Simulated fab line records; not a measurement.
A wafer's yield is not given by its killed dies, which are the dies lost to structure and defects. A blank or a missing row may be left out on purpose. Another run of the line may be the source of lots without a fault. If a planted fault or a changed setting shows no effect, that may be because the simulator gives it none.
fab line records    flow nand-harc
record lots=5  wafers=15  last-day=24
route steps=1159 shown P_ZERO_WELL@14 END@1159
lots that met no fault: taken from a fault-free run of the same line
start-h: hours from the record's first day to the start of the lot's first wafer shown    wait-h: how many hours have passed since the lot's step before this one    " repeats the value in the row above    L1.1+2: one row covering several wafers at once    - no value, or no start given    * or withheld: withheld    < > ~ a bound
route shown NAME@n: a module of which the file shows steps, and the number in the route of the first    usual: mean and standard deviation over wafers with no fault    same: alike in all rows    chamber/n: place in a boat    sites: the reading at each site    _std_site: standard deviation across them    _edge_site: the outer-site mean with the inner-site mean subtracted    radius-mm: for every site, how far away it sits from the centre of the wafer    mask NAME#n: copy n    behind: the most recent tool/chamber to have shaped the wafer    hold: reason for holding the lot/hours on hold/outcome of the hold    device: which transistor (n, p or np) failed to switch    end of line: at the end of the route, the tests of the same wafers    where a step has no rows: the recipe by itself    killed: dies that structure and defects cost at the first sort, which is not the same as the wafer's yield    map: dies across one wafer; x = killed, . = not, _ = none there
set.NAME: setting as actually run; set.NAME@STEP: the setting as run at that earlier step    model.NAME: the simulator's own value behind a step, which no gauge read
lots seen at some steps along the route; tables by step, rows by wafer
services: a tool's chamber out of use, with start hour (start-h, from the record's first day; less than 0 if before it), hours out, and reason
## steps
# step NHARC_P_ZERO_WELL_CD_MEAS_11
# recipe target-cd-nm=500  landing-energy-ev=500
# usual cd-nm=499.6/1.7
lot.wafer  tool       chamber  start-h  wait-h  cd-nm
L599.1     cd-sem-03  0        55.12    -       500.7
L599.3     "          0        "        "       501.0
L599.5     "          0        "        "       501.7
L605.2     cd-sem-02  0        91.24    -       500.4
L605.4     "          0        "        "       501.4
L605.5     "          0        "        "       499.1
L606.1     cd-sem-02  0        97.11    -       499.2
L606.3     "          0        "        "       498.9
L606.4     "          0        "        "       497.4
L609.1     cd-sem-01  0        115.24   -       498.6
L609.4     "          0        "        "       499.6
L609.5     "          0        "        "       499.0
L615.1     cd-sem-01  0        151.24   -       500.2
L615.3     "          0        "        "       499.5
L615.4     "          0        "        "       501.6
# step NHARC_P_ZERO_WELL_HARDBAKE_12
# recipe temp-c=118  time-s=65
# step NHARC_P_ZERO_WELL_DESCUM_13
# recipe time-s=3  o2-flow-sccm=200  ar-flow-sccm=0  bias-power-w=0  chemistry=O2
# usual chamber-pressure-mTorr=59.99/0.056  drypump-motor-current-A=5.7/0.41  oes-product-au=0.997/0.01  rf-vpp-V=57.7/0.85  showerhead-plenum-p-Torr=1.91/0.073  throttle-valve-pct=11.310/0.0078
lot.wafer  tool         chamber  start-h  wait-h  chamber-pressure-mTorr  drypump-motor-current-A  oes-product-au  rf-hours-counter-h  rf-vpp-V  showerhead-plenum-p-Torr  throttle-valve-pct
L599.3     rie-diel-10  1        55.29    -       59.87                   5.4                      1.001           4                   57.2      2.04                      11.315
L599.1     "            2        "        "       60.05                   5.8                      1.001           4                   57.3      1.85                      11.301
L599.5     "            0        "        "       59.95                   6.1                      0.985           -                   55.5      1.96                      11.307
L605.2     rie-diel-09  2        91.41    -       60.04                   6.4                      0.999           0                   56.6      1.81                      11.297
L605.4     "            3        "        "       59.92                   6.2                      1.008           0                   58.4      1.86                      11.308
L605.5     "            1        "        "       60.02                   5.1                      0.993           -                   58.8      1.98                      11.304
L606.3     rie-diel-09  1        97.28    -       59.99                   5.1                      1.006           0                   57.7      1.98                      11.315
L606.1     "            2        "        "       59.97                   6.4                      0.992           0                   56.0      1.81                      11.308
L606.4     "            3        "        "       59.85                   6.2                      1.007           0                   55.6      1.86                      11.304
L609.4     rie-diel-10  2        115.40   -       60.05                   5.8                      1.015           8                   57.0      1.85                      11.297
L609.1     "            1        "        "       59.93                   5.4                      1.004           7                   59.3      2.04                      11.303
L609.5     "            2        "        "       59.95                   5.8                      1.003           -                   57.6      1.85                      11.305
L615.4     rie-diel-09  2        151.40   -       60.00                   6.4                      1.000           3                   57.8      1.81                      11.302
L615.1     "            3        "        "       59.96                   6.2                      0.993           3                   56.8      1.86                      11.307
L615.3     "            0        "        "       59.99                   5.1                      0.988           3                   58.1      1.84                      11.306
# step NHARC_P_ZERO_WELL_ETCH_65
# recipe target-depth-a=800  overetch-a=240  time-s=87.88  ion-energy-ev=200  n2-flow-sccm=150  h2-flow-sccm=150  ar-flow-sccm=0  rf-w=400  bias-w=150  chemistry=N2/H2
# usual chamber-pressure-mTorr=30.000/0.027  drypump-motor-current-A=5.7/0.42  oes-product-au=0.999/0.0099  rf-vpp-V=430.7/2.4  showerhead-plenum-p-Torr=2.05/0.082  throttle-valve-pct=14.170/0.0082
lot.wafer  tool         chamber  start-h  wait-h  chamber-pressure-mTorr  drypump-motor-current-A  oes-product-au  rf-hours-counter-h  rf-vpp-V  showerhead-plenum-p-Torr  throttle-valve-pct
L599.1     rie-diel-10  0        55.36    0.1     30.005                  6.1                      0.996           4                   432.4     2.09                      14.162
L599.3     "            1        "        "       30.059                  5.4                      1.000           4                   434.7     2.17                      14.171
L599.5     "            0        "        "       30.023                  6.1                      1.000           -                   432.7     2.09                      14.155
L605.4     rie-diel-09  2        91.48    0.1     30.023                  6.4                      1.007           0                   428.1     1.93                      14.166
L605.2     "            3        "        "       30.006                  6.2                      1.011           0                   428.5     1.98                      14.166
L605.5     "            3        "        "       30.021                  6.2                      1.013           -                   430.5     1.98                      14.170
L606.4     rie-diel-09  3        97.35    0.1     30.022                  6.2                      0.995           0                   428.4     1.98                      14.177
L606.1     "            0        "        "       29.965                  5.2                      0.990           0                   427.4     1.96                      14.168
L606.3     "            1        "        "       30.023                  5.1                      0.995           0                   432.5     2.12                      14.177
L609.1     rie-diel-10  1        115.50   0.1     30.045                  5.4                      1.005           7                   434.5     2.17                      14.164
L609.4     "            2        "        "       30.005                  5.8                      1.014           8                   428.9     1.97                      14.180
L609.5     "            3        "        "       30.014                  5.9                      1.008           -                   430.8     2.08                      14.159
L615.1     rie-diel-09  0        151.48   0.1     29.979                  5.2                      1.002           3                   427.4     1.96                      14.174
L615.4     "            1        "        "       29.965                  5.1                      1.009           3                   431.2     2.12                      14.169
L615.3     "            2        "        "       29.948                  6.4                      1.015           3                   427.9     1.93                      14.184
# step NHARC_P_ZERO_WELL_ETCH_62
# recipe target-depth-a=130  time-s=6.5  chf3-flow-sccm=50  ar-flow-sccm=200  rf-w=500  bias-w=200  chemistry=CHF3/Ar
# usual chamber-pressure-mTorr=25.000/0.025  drypump-motor-current-A=5.7/0.42  oes-product-au=0.965/0.014  rf-vpp-V=370.7/2.1  showerhead-plenum-p-Torr=2.35/0.089  throttle-valve-pct=20.217/0.0085
lot.wafer  tool         chamber  start-h  wait-h  chamber-pressure-mTorr  drypump-motor-current-A  oes-product-au  rf-hours-counter-h  rf-vpp-V  showerhead-plenum-p-Torr  throttle-valve-pct
L599.1     rie-diel-10  2        -        -       24.960                  5.8                      0.980           4                   366.8     2.27                      20.232
L599.3     "            3        "        "       25.024                  5.9                      0.958           4                   372.5     2.39                      20.227
L599.5     "            0        "        "       24.999                  6.1                      0.958           -                   371.8     2.40                      20.206
L605.2     rie-diel-09  0        -        -       24.985                  5.2                      0.951           0                   369.6     2.26                      20.207
L605.4     "            2        "        "       24.996                  6.4                      0.978           0                   367.8     2.22                      20.216
L605.5     "            0        "        "       24.990                  5.1                      0.959           -                   368.6     2.26                      20.216
L606.4     rie-diel-09  0        -        -       24.979                  5.2                      0.945           0                   369.4     2.26                      20.233
L606.1     "            2        "        "       25.012                  6.4                      0.977           0                   366.9     2.22                      20.225
L606.3     "            3        "        "       25.011                  6.2                      0.975           0                   369.4     2.28                      20.230
L609.1     rie-diel-10  2        -        -       24.956                  5.8                      0.974           8                   367.4     2.27                      20.220
L609.4     "            0        "        "       25.033                  6.1                      0.971           8                   371.1     2.40                      20.212
L609.5     "            1        "        "       25.002                  5.4                      0.986           -                   372.3     2.49                      20.202
L615.1     rie-diel-09  0        -        -       24.985                  5.2                      0.973           3                   367.5     2.26                      20.215
L615.3     "            1        "        "       24.988                  5.1                      0.993           3                   372.6     2.43                      20.221
L615.4     "            3        "        "       25.041                  6.2                      0.965           3                   369.7     2.28                      20.217
# step NHARC_P_ZERO_WELL_ETCH_63
# recipe target-depth-a=1200  time-s=40.1  hbr-flow-sccm=150  cl2-flow-sccm=50  rf-w=400  icp-w=400  bias-w=100  chemistry=HBr/Cl2
# usual chamber-pressure-mTorr=14.999/0.014  drypump-motor-current-A=5.7/0.4  oes-product-au=1.002/0.01  throttle-valve-pct=26.407/0.0097
lot.wafer  tool       chamber  start-h  wait-h  chamber-pressure-mTorr  drypump-motor-current-A  oes-product-au  rf-hours-counter-h  throttle-valve-pct
L599.1     rie-si-06  3        55.53    -       15.010                  5.6                      1.014           0.4                 26.401
L599.3     "          0        "        "       15.015                  6.4                      1.001           0.3                 26.417
L599.5     "          3        "        "       14.979                  5.6                      1.004           -                   26.398
L605.2     rie-si-06  0        91.66    -       14.993                  6.3                      1.004           0.7                 26.407
L605.4     "          2        "        "       15.005                  5.5                      0.991           0.6                 26.414
L605.5     "          3        "        "       15.023                  5.6                      1.004           -                   26.400
L606.3     rie-si-01  0        97.53    -       15.016                  5.3                      0.984           1.3                 26.414
L606.1     "          2        "        "       14.987                  5.5                      1.003           1.4                 26.392
L606.4     "          3        "        "       15.001                  5.6                      0.986           0.8                 26.397
L609.1     rie-si-01  0        115.67   -       15.015                  5.4                      0.997           1.5                 26.407
L609.4     "          1        "        "       15.004                  6.6                      1.010           1.5                 26.408
L609.5     "          3        "        "       14.996                  5.6                      0.999           -                   26.423
L615.3     rie-si-01  3        151.66   -       15.022                  5.6                      1.009           0.1                 26.403
L615.1     "          1        "        "       15.017                  6.6                      0.990           0.1                 26.420
L615.4     "          2        "        "       14.995                  5.6                      0.995           0.2                 26.403
# step NHARC_P_ZERO_WELL_STRIP_15
# recipe time-s=900  temp-c=130  chemistry=SPM
# step NHARC_P_ZERO_WELL_DEHYDRATE_16
# recipe temp-c=150  time-s=120
# step NHARC_P_ZERO_WELL_HMDS_17
# recipe time-s=30
# step NHARC_P_ZERO_WELL_COAT_18
# recipe spin-rpm=withheld
# step NHARC_P_ZERO_WELL_SOFTBAKE_19
# recipe temp-c=122  time-s=95
# step NHARC_P_ZERO_WELL_EBR_20
# step NHARC_P_ZERO_WELL_EXPOSE_21
# recipe na=0.6  target-cd-nm=720  dose-mj=22.31  mask-id=P_NWELL
lot.wafer   tool            chamber  start-h  wait-h  mask
L599.1+3+5  krf-scanner-04  0        56.30    -       P_NWELL#0
L605.2+4+5  krf-scanner-02  0        92.44    -       P_NWELL_R1#0
L606.1+3+4  krf-scanner-02  0        98.17    -       P_NWELL#0
L609.1+4+5  krf-scanner-04  0        116.44   -       P_NWELL#0
L615.1+3+4  krf-scanner-01  0        152.31   -       P_NWELL#0
# step NHARC_P_ZERO_WELL_PEB_22
# recipe peb-temp-c=118  peb-time-s=85
# step NHARC_P_ZERO_WELL_DEVELOP_23
# recipe time-s=70
# step NHARC_P_ZERO_WELL_CD_MEAS_24
# recipe target-cd-nm=720  landing-energy-ev=500
# usual cd-nm=720.2/1.7
lot.wafer  tool       chamber  start-h  wait-h  cd-nm
L599.1     cd-sem-01  0        56.46    -       720.8
L599.3     "          0        "        "       719.1
L599.5     "          0        "        "       721.9
L605.2     cd-sem-01  0        92.59    -       711.6
L605.4     "          0        "        "       711.4
L605.5     "          0        "        "       709.4
L606.1     cd-sem-01  0        98.33    -       722.7
L606.3     "          0        "        "       722.1
L606.4     "          0        "        "       717.9
L609.1     cd-sem-02  0        116.60   -       719.3
L609.4     "          0        "        "       720.1
L609.5     "          0        "        "       719.5
L615.1     cd-sem-03  0        152.47   -       720.4
L615.3     "          0        "        "       722.5
L615.4     "          0        "        "       717.6
# step NHARC_P_ZERO_WELL_HARDBAKE_25
# recipe temp-c=125  time-s=80
# step NHARC_P_ZERO_WELL_DESCUM_26
# recipe time-s=3  o2-flow-sccm=200  ar-flow-sccm=0  bias-power-w=0  chemistry=O2
# usual chamber-pressure-mTorr=60.00/0.097  drypump-motor-current-A=5.7/0.46  oes-product-au=0.998/0.011  rf-vpp-V=57.9/0.92  showerhead-plenum-p-Torr=1.91/0.076  throttle-valve-pct=11.311/0.0098
lot.wafer  tool         chamber  start-h  wait-h  chamber-pressure-mTorr  drypump-motor-current-A  oes-product-au  rf-hours-counter-h  rf-vpp-V  showerhead-plenum-p-Torr  throttle-valve-pct  model.P_ZERO_WELL.cd-nm
L599.3     rie-diel-02  0        56.62    -       60.07                   5.6                      0.994           2.9                 58.1      1.87                      11.324              719.3
L599.1     "            1        "        "       59.98                   5.0                      1.008           6.0                 57.5      2.05                      11.312              721.1
L599.5     "            0        "        "       60.06                   5.6                      1.004           -                   57.8      1.87                      11.299              721.1
L605.4     rie-diel-10  2        92.75    -       59.94                   5.8                      1.009           5.5                 57.3      1.85                      11.323              711.2
L605.2     "            0        "        "       60.05                   6.1                      0.997           5.9                 58.0      1.96                      11.283              711.7
L605.5     "            2        "        "       60.09                   5.8                      1.010           -                   57.2      1.85                      11.321              709.1
L606.3     rie-diel-02  2        98.50    -       59.97                   5.8                      0.999           8.6                 58.5      1.91                      11.316              722.5
L606.4     "            3        "        "       60.02                   6.0                      0.959           8.0                 55.8      1.91                      11.304              718.2
L606.1     "            1        "        "       60.06                   5.0                      0.982           9.3                 58.4      2.05                      11.309              722.5
L609.1     rie-diel-02  1        116.76   -       59.94                   5.0                      0.999           9.6                 59.3      2.05                      11.308              719.3
L609.4     "            3        "        "       60.09                   6.0                      0.990           8.3                 57.3      1.91                      11.306              720.5
L609.5     "            2        "        "       60.07                   5.9                      1.007           -                   56.7      1.91                      11.309              719.4
L615.3     rie-diel-09  3        152.64   -       59.97                   6.2                      0.989           3.0                 57.5      1.86                      11.324              723.4
L615.1     "            0        "        "       59.95                   5.2                      0.985           2.8                 56.1      1.84                      11.295              720
L615.4     "            1        "        "       59.87                   5.1                      1.010           2.6                 58.6      1.98                      11.312              718.2
# step NHARC_P_ZERO_WELL_IMPLANT_27
# recipe energy-kev=600  dose-cm2=1e+13  tilt-deg=7
# step NHARC_END_SORT_01
# recipe temp-c=25
# usual killed-at-array=21/8.9  killed-at-other=0.8/1.3  killed-at-periphery=3.6/2.4  killed-dies=26/8.9  killed-open=3.1/1.8  killed-short=1.9/1.3
# same gross-dies=677
lot.wafer  tool       chamber  start-h  wait-h  killed-at-array  killed-at-other  killed-at-periphery  killed-dies  killed-open  killed-short
L605.2     prober-01  0        524.34   2.8     35               0                8                    43           6            1
L605.4     prober-01  0        525.94   3.4     28               1                8                    37           5            3
L605.5     prober-01  0        526.74   3.7     27               0                2                    29           2            0
# killed by level:class
L605.2 A_CHANNEL_HOLE_D1:chamber-film-flake=24 P_ZERO_WELL:chamber-film-flake=5 A_M0:geometric-particle:open=3 A_SLIT:chamber-film-flake=3 A_CONTACT:chamber-film-flake=3 P_CONTACT:geometric-particle:open=1 P_M0:geometric-particle:open=1 P_M0:geometric-particle:short=1
L605.4 A_CHANNEL_HOLE_D1:chamber-film-flake=18 A_SLIT:chamber-film-flake=6 P_ZERO_WELL:chamber-film-flake=3 P_CONTACT:geometric-particle:open=1 P_M0:geometric-particle:open=1 P_M2:geometric-particle:short=1 A_ONON_D1:geometric-particle:open=1 A_SGD_CUT:geometric-particle:short=1
L605.5 A_CHANNEL_HOLE_D1:chamber-film-flake=16 A_SLIT:chamber-film-flake=5 A_CONTACT:chamber-film-flake=3 P_ZERO_WELL:chamber-film-flake=2 A_CONTACT:geometric-particle:open=1 A_M0:geometric-particle:open=1 A_WL_FILL:chamber-film-flake=1
## services
tool            chamber  start-h  hours  kind
rie-diel-09     0        31.83    -      clean
rie-diel-09     1        31.83    -      clean
rie-diel-09     2        31.83    -      clean
rie-diel-09     3        31.83    -      clean
rie-si-01       3        33.88    5.4    repair
krf-scanner-02  -        38.00    4.0    pm
rie-si-01       -        44.56    0.5    repair
rie-diel-09     0        56.33    -      clean
rie-diel-09     1        56.33    -      clean
rie-diel-09     2        56.33    -      clean
krf-scanner-01  -        75.16    0.2    repair
rie-diel-09     -        77.10    9.0    pm
krf-scanner-01  -        82.40    0.2    repair
rie-diel-09     -        89.61    0.9    repair
krf-scanner-01  -        90.57    0.8    repair
krf-scanner-01  -        95.65    4.0    pm
rie-diel-10     0        103.08   4.1    repair
rie-si-06       3        104.60   3.4    repair
krf-scanner-01  -        105.62   0.5    repair
krf-scanner-01  -        124.91   4.5    repair
krf-scanner-04  -        126.01   4.0    pm
rie-si-01       -        127.00   9.0    pm
rie-diel-10     3        145.65   39.6   repair
rie-diel-02     -        150.70   9.0    pm
## key
first-sign step=NHARC_P_ZERO_WELL_EXPOSE_21  reading=mask  direction=changed
effect step=NHARC_P_ZERO_WELL_CD_MEAS_24  reading=cd-nm  direction=down  sigmas=5.6  usual=720.2  struck=710.8
model-effect step=NHARC_P_ZERO_WELL_DESCUM_26  value=P_ZERO_WELL.cd-nm  without=719.9  struck=710.7
met-at NHARC_P_ZERO_WELL_EXPOSE_21
struck-wafers L605.2,L605.4,L605.5
tester-left-out L605
fault kind=wrong-mask  tool=any  chamber=-  onset-h=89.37  steps=NHARC_P_ZERO_WELL_EXPOSE_21  aux-copy=P_NWELL_R1#0  cd-offset-nm=-9.2353  scope=struck-lots-only
# tester-left-out: of these lots the tester's yield and bins aren't shown, on N5 and GAA mostly nor the transistor test; their killed dies are dies lost to structure and defects alone, not to doping, threshold or leakage, so they don't give the yield
